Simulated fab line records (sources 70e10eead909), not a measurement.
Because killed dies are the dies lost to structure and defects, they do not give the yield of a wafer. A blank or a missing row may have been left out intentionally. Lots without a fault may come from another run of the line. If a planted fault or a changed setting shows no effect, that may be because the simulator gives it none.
Chamber matching    flow nand_harc    4 sister chambers for NHARC_A_BLC_CMP_25 on cmp-04
The step polishes, t overpolish 30 s, target thk 150 nm. 27 wafers are shown with their chamber, then 12 later ones without.

== WAFERS WITH THEIR CHAMBER ==
wafer   chamber  motor_current_A (A)  time_to_endpoint_s (s)  overpolish_run_s (s)
L078.2  3        12.7                 25                      30.007
L078.4  2        9.3                  27                      30.014
L078.5  1        14.5                 33                      29.994
L080.1  0        11.8                 27                      29.999
L080.2  2        9.6                  25                      30.005
L080.3  3        12.8                 21                      29.999
L082.1  2        9.3                  25                      30.004
L082.3  0        11.8                 26                      30.002
L082.6  0        11.7                 29                      29.995
L082.2  1        13.3                 32                      29.990
L082.4  3        12.9                 22                      29.992
L082.5  1        13.5                 33                      29.988
L081.1  2        9.2                  28                      30.001
L081.3  3        13.8                 24                      30.020
L081.6  0        12.3                 27                      29.991
L081.2  0        12.3                 27                      30.017
L081.4  1        14.4                 36                      30.012
L081.5  3        12.8                 25                      29.999
L083.2  0        12.2                 29                      30.009
L083.4  3        13.4                 24                      30.006
L083.6  0        12.1                 26                      30.005
L087.3  3        13.1                 26                      29.988
L087.5  2        9.3                  30                      30.013
L087.6  3        13.0                 28                      29.997
L085.3  0        12.7                 30                      30.011
L085.5  0        11.5                 27                      30.004
L085.6  1        13.6                 33                      30.011

SIGNATURES (averages over the wafers above)
reading             chamber 0  chamber 1  chamber 2  chamber 3  scatter within a chamber
motor_current_A     12.044     13.860     9.340      13.062     0.384
time_to_endpoint_s  27.56      33.40      27.00      24.38      1.83
overpolish_run_s    30.00367   29.99900   30.00740   30.00100   0.00907
Rule: a wafer's distance from a chamber is the root of the sum, over the readings, of the square of ((its reading less the chamber's mean) divided by the reading's scatter). The wafer belongs to the nearest chamber; if the next one is less than 2 further off, it can't be placed. The scatter: the root of (the sum of the squares of (reading less its chamber's mean) over the shown wafers, divided by (wafers less chambers)).

== WAFERS WITHOUT THEIR CHAMBER ==
wafer   motor_current_A (A)  time_to_endpoint_s (s)  overpolish_run_s (s)
L085.1  13.2                 34                      30.015
L085.2  13.3                 25                      29.979
L085.4  9.4                  27                      29.995
L088.1  13.5                 29                      30.001
L088.3  13.6                 34                      30.016
L088.5  13.4                 34                      30.000
L094.1  13.3                 33                      29.984
L094.2  13.1                 26                      30.002
L094.3  9.8                  26                      29.998
L096.2  12.5                 26                      29.998
L096.3  13.1                 34                      30.006
L096.4  9.1                  31                      29.993

== CHAMBER TAKEN BY EACH ==
wafer   from the rows above           in truth
L085.1  1                             1
L085.2  can't be placed: 3 or 0       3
L085.4  2                             2
L088.1  can't be placed: 1 or 3 or 0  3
L088.3  1                             1
L088.5  1                             1
L094.1  1                             1
L094.2  can't be placed: 3 or 0       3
L094.3  2                             2
L096.2  can't be placed: 0 or 3       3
L096.3  1                             1
L096.4  2                             2
Correct placement for 8 of the 12. Unplaceable from these rows: 4, with the true chamber sitting among the candidates in 4. Number placed wrongly: 0.
